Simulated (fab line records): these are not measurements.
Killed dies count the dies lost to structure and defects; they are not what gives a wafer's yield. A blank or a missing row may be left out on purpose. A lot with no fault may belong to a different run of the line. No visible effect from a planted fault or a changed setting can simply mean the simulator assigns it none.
Check of tool commonality + flow nand_harc + 15 wafers sampled across 5 lots

REASON IT WAS OPENED
Flagged at NHARC_END_SORT_01: reading killed_dies, on 2 of 5 lots. Wafers without a fault read 32, standard deviation 9.
Rule: a lot is flagged in two cases, either no wafer of it has a number, or all its wafers with numbers fall more than 4 standard deviations from that mean. The other lots count as sound.

| lot  | measured     | on        | killed_dies, wafer by wafer | flag    |
|------|--------------|-----------|-----------------------------|---------|
| L248 | day 22 22:19 | prober-02 | 101 109 98                  | FLAGGED |
| L247 | day 23 15:31 | prober-02 | 49 39 39                    |         |
| L249 | day 24 21:59 | prober-02 | 105 118 108                 | FLAGGED |
| L257 | day 25 19:16 | prober-01 | 19 21 19                    |         |
| L256 | day 25 21:22 | prober-02 | 29 26 27                    |         |
The mean of the flagged lots' numbers is 106, +74 from the usual (+8 standard deviations).

TOOL THAT RAN EACH LOT
Before the reading, the record contains 3 process steps out of a 1159-step route. Read each cell as the tool, then ch plus the chambers that the sampled wafers visited, then the start.
| lot  | flag    | NHARC_A_CONTACT_STRIP_83            | NHARC_THIN_TSV_DEGAS_53      | NHARC_THIN_TSV_PRE_CLEAN_54  |
|------|---------|-------------------------------------|------------------------------|------------------------------|
| L248 | FLAGGED | wet_bench-06 ch 1,4,7, day 19 23:13 | pvd_sputter-03, day 21 21:17 | pvd_sputter-03, day 21 21:22 |
| L247 |         | wet_bench-02 ch 0,2,7, day 19 17:58 | pvd_sputter-01, day 21 22:34 | pvd_sputter-01, day 21 22:41 |
| L249 | FLAGGED | wet_bench-06 ch 1,4,7, day 20 17:32 | pvd_sputter-02, day 22 22:50 | pvd_sputter-02, day 22 22:59 |
| L257 |         | wet_bench-07 ch 2,4,7, day 22 01:28 | pvd_sputter-02, day 23 20:44 | pvd_sputter-02, day 23 20:49 |
| L256 |         | wet_bench-02 ch 0,2,4, day 22 04:11 | pvd_sputter-01, day 23 22:09 | pvd_sputter-01, day 23 22:13 |
What is done by these steps:
- NHARC_A_CONTACT_STRIP_83: strips in post etch residue remover, time 600 s.
- NHARC_THIN_TSV_DEGAS_53: time 60 s.
- NHARC_THIN_TSV_PRE_CLEAN_54: time 30 s.
- NHARC_END_SORT_01

FLAGGED AGAINST TOTAL, ONE TOOL AT A TIME (gauges that did the reading follow at the end)
| step                        | tool           | lots run | flagged | share of the flagged lots | sound lots run after its first flagged lot |
|-----------------------------|----------------|----------|---------|---------------------------|--------------------------------------------|
| NHARC_A_CONTACT_STRIP_83    | wet_bench-02   | 2        | 0       | none                      | -                                          |
| NHARC_A_CONTACT_STRIP_83    | wet_bench-06   | 2        | 2       | all                       | 0                                          |
| NHARC_A_CONTACT_STRIP_83    | wet_bench-07   | 1        | 0       | none                      | -                                          |
| NHARC_THIN_TSV_DEGAS_53     | pvd_sputter-01 | 2        | 0       | none                      | -                                          |
| NHARC_THIN_TSV_DEGAS_53     | pvd_sputter-02 | 2        | 1       | some                      | 1 (L257)                                   |
| NHARC_THIN_TSV_DEGAS_53     | pvd_sputter-03 | 1        | 1       | some                      | 0                                          |
| NHARC_THIN_TSV_PRE_CLEAN_54 | pvd_sputter-01 | 2        | 0       | none                      | -                                          |
| NHARC_THIN_TSV_PRE_CLEAN_54 | pvd_sputter-02 | 2        | 1       | some                      | 1 (L257)                                   |
| NHARC_THIN_TSV_PRE_CLEAN_54 | pvd_sputter-03 | 1        | 1       | some                      | 0                                          |
| NHARC_END_SORT_01           | prober-01      | 1        | 0       | none                      | -                                          |
| NHARC_END_SORT_01           | prober-02      | 4        | 2       | all                       | 2 (L247,L256)                              |

WHAT IS ALLOWED BY THE TABLE
2 rows of the table ran every flagged lot: wet_bench-06 at NHARC_A_CONTACT_STRIP_83, prober-02 at NHARC_END_SORT_01.
- wet_bench-06 at NHARC_A_CONTACT_STRIP_83 ran 2 lots, 2 of them flagged. No sound lot ran on it before its first flagged lot in this sample; the start therefore can't be narrowed down.
- prober-02 at NHARC_END_SORT_01 ran 4 lots, 2 of them flagged. Sound lots followed the first flagged one (L247, L256) on it, something a lasting fault affecting the whole tool could not allow.
Left over: one tool, wet_bench-06 at NHARC_A_CONTACT_STRIP_83.

WHAT THE SIMULATOR PUT IN
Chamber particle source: wet_bench-06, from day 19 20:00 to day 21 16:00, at NHARC_A_CONTACT_STRIP_83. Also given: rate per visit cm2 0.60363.
Lots struck among those shown: L248, L249. The rule above reached the same finding.
